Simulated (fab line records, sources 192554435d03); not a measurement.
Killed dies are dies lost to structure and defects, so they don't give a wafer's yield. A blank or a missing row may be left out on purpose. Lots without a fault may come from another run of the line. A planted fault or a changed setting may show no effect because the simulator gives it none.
A struck lot beside a sound one | flow n5_finfet | 37 steps out of a route of 1938
Sound: wafers L834.1, L834.2, L834.6. Struck: wafers L831.3, L831.4, L831.6. The cause comes at the end.
At each step with rows: each side's tool, then ch and its chambers, then its first start. Under that, the readings that differ: sound wafers | struck wafers | difference of the means | sigmas: that difference in standard deviations of wafers without a fault.
alike: readings whose means differ by less than 2 such deviations, and words and numbers that are the same on both sides. not compared: withheld readings, readings that some wafer has no value for, bounds like >300 that may hide the same value, and numbers for which the record gives no deviation and whose values overlap.
The two part at a step that has a row with sigmas, a row that says differs or no value, or rows on one side only. Numbers that don't overlap but have no deviation are shown without sigmas and don't part them. A reading that every wafer of one side lacks parts them only if that side has two wafers or more.

first, 9 steps without rows for these wafers: N5_BEOL_M4_ANNEAL_95 (time 240 s); N5_BEOL_M4_SPUTTER_96 (material Cu, target thk 4.5 nm, time 8.29 s); N5_BEOL_M4_ECD_50 (material Cu, target thk 300 nm); N5_BEOL_M4_ANNEAL_51 (time 90 s); N5_BEOL_M4_CMP_52 (polishes, stops on SiOC, t overpolish 6.8 s, target thk 40 nm); N5_BEOL_M4_PRE_CLEAN_60 (time 15 s); N5_BEOL_M4_CO_CAP_55 (material Co, precursor CCTBA/H2, target thk 2 nm, time 102.1 s); N5_BEOL_M4_PRE_CLEAN_56 (time 15 s); N5_BEOL_M4_DEP_57 (deposits SiCN from 3MS/NH3, target thk 8 nm, time 14 s).
N5_BEOL_M4_RC_MEAS_101:
  sound on prober-01 ch 0, day 10 11:28; struck on prober-01 ch 0, day 9 22:35
  alike: DIBL_N, DIBL_P, IOFF_N, IOFF_P, ION_N, ION_P, SS_N, SS_P, VT_N, VT_P
then, 24 steps without rows for these wafers: N5_BEOL_M5_ILD_DEP_00 (deposits SiCOH lowk from DEMS/porogen, target thk 140.64 nm, time 25.9 s); N5_BEOL_M5_CURE_79 (cures SiCOH lowk, time 240 s); N5_BEOL_M5_PECVD_70 (deposits SiO2 from TEOS/O2, target thk 16 nm, time 18 s); N5_BEOL_M5_HM_DEP_02 (deposits TiN, target thk 20 nm); N5_BEOL_M5_COAT_59 (time 60 s, resist thk 60 nm); N5_BEOL_M5_COAT_60 (time 60 s, resist thk 12 nm); N5_BEOL_M5_COAT_71 (time 60 s, resist thk 5 nm); N5_BEOL_M5_COAT_05 (resist thk 30 nm); N5_BEOL_M5_EBR_07; N5_BEOL_M5_SOFTBAKE_06 (time 60 s); N5_BEOL_M5_EXPOSE_08 (exposes mask M5, target cd 28 nm); N5_BEOL_M5_PEB_09 (peb time 60 s); N5_BEOL_M5_DEVELOP_10 (develop time 30 s); N5_BEOL_M5_DESCUM_16 (chemistry O2, time 7 s); N5_BEOL_M5_ETCH_72 (etches underlayer in N2/H2, target depth 6.5 nm, time 5.2 s); N5_BEOL_M5_ETCH_61 (etches SiARC in CF4, target depth 15.6 nm, time 26 s); N5_BEOL_M5_ETCH_62 (etches SOC in N2/H2, target depth 75 nm, overetch 15 nm, time 112.5 s); N5_BEOL_M5_STRIP_63 (strips in N2/H2); N5_BEOL_M5_STRIP_73 (strips in N2/H2); N5_BEOL_M5_STRIP_64 (strips in CF4); N5_BEOL_M5_HM_OPEN_17 (chemistry Cl2/BCl3, target TiN, target depth 20 nm, overetch 6 nm); N5_BEOL_M5_STRIP_19 (strips in O2); N5_BEOL_M5_COAT_65 (time 60 s, resist thk 60 nm); N5_BEOL_M5_COAT_66 (time 60 s, resist thk 12 nm).
N5_BEOL_M9_ETCH_65: etches SiARC in CF4, target depth 15.6 nm, time 26 s.
  sound on rie_diel-02 ch 0,1,2, day 12 14:08; struck on rie_diel-03 ch 0,1,3, day 11 21:13
  no value came back on the struck wafers for any of 8 readings (bias_w (W), cf4_flow_sccm (sccm) and others); on the sound wafers bias_w (W) reads 36.00 35.89 35.99
  reading                                      | sound    | struck         | difference | sigmas
  model.CAR-EUV_of_BEOL_M9_COAT_22.thk_nm (nm) | 11 11 11 | 20.4 20.2 20.4 | +9.3       |
  not compared: rf_hours_counter_h
N5_BEOL_M9_ETCH_66: etches SOC in N2/H2, target depth 80 nm, overetch 16 nm, time 120 s.
  sound on rie_diel-02 ch 0,1,2, day 12 14:09; struck on rie_diel-03 ch 0,1,3, day 11 21:15
  reading               | sound          | struck         | difference | sigmas
  oes_product_au (a.u.) | 0.54 0.65 0.59 | 0.30 0.30 0.31 | -0.29      | -6
  alike: bias_w, chamber_pressure_mTorr, drypump_motor_current_A, rf_vpp_V, showerhead_plenum_p_Torr, temp_c, throttle_valve_pct
  not compared: rf_hours_counter_h
-- the record jumps here: 3 days lie between the struck wafers' starts before and after (it left off in module BEOL_M9 and takes up again in module PASSIVATION, whose first step shown is number 1936 of the route) --
N5_PASSIVATION_PROBE_49:
  sound on prober-02, day 15 00:57; struck on prober-01, day 14 15:41
  reading                  | sound | struck         | difference | sigmas
  defect_limited_yield (%) | 91.3  | 0 0 0          | -91        | -57
  killed_at_M4_up          | 8     | 1099 1098 1095 | +1089      | +99 or more
  killed_at_contacts       | 24    | 12 6 13        | -14        | -2
  killed_dies              | 103   | 1180 1180 1180 | +1077      | +60
  killed_on_rim            | 15    | 152 152 152    | +137       | +33
  sort_bin_5_function (%)  | 5.6   | 97.5 96.7 96.6 | +91.3      | +95
  sort_n_pass              | 1077  | 0 0 0          | -1077      | -54
  sort_yield_pct (%)       | 91.3  | 0 0 0          | -91        | -54
  alike: killed_at_M0_to_M3, killed_at_front_end, killed_at_other, killed_open, killed_short, sort_bin_6_memory

WHERE THEY PART
First at N5_BEOL_M9_ETCH_65; last, within this record, at N5_PASSIVATION_PROBE_49.

WHY: what the simulator had put in
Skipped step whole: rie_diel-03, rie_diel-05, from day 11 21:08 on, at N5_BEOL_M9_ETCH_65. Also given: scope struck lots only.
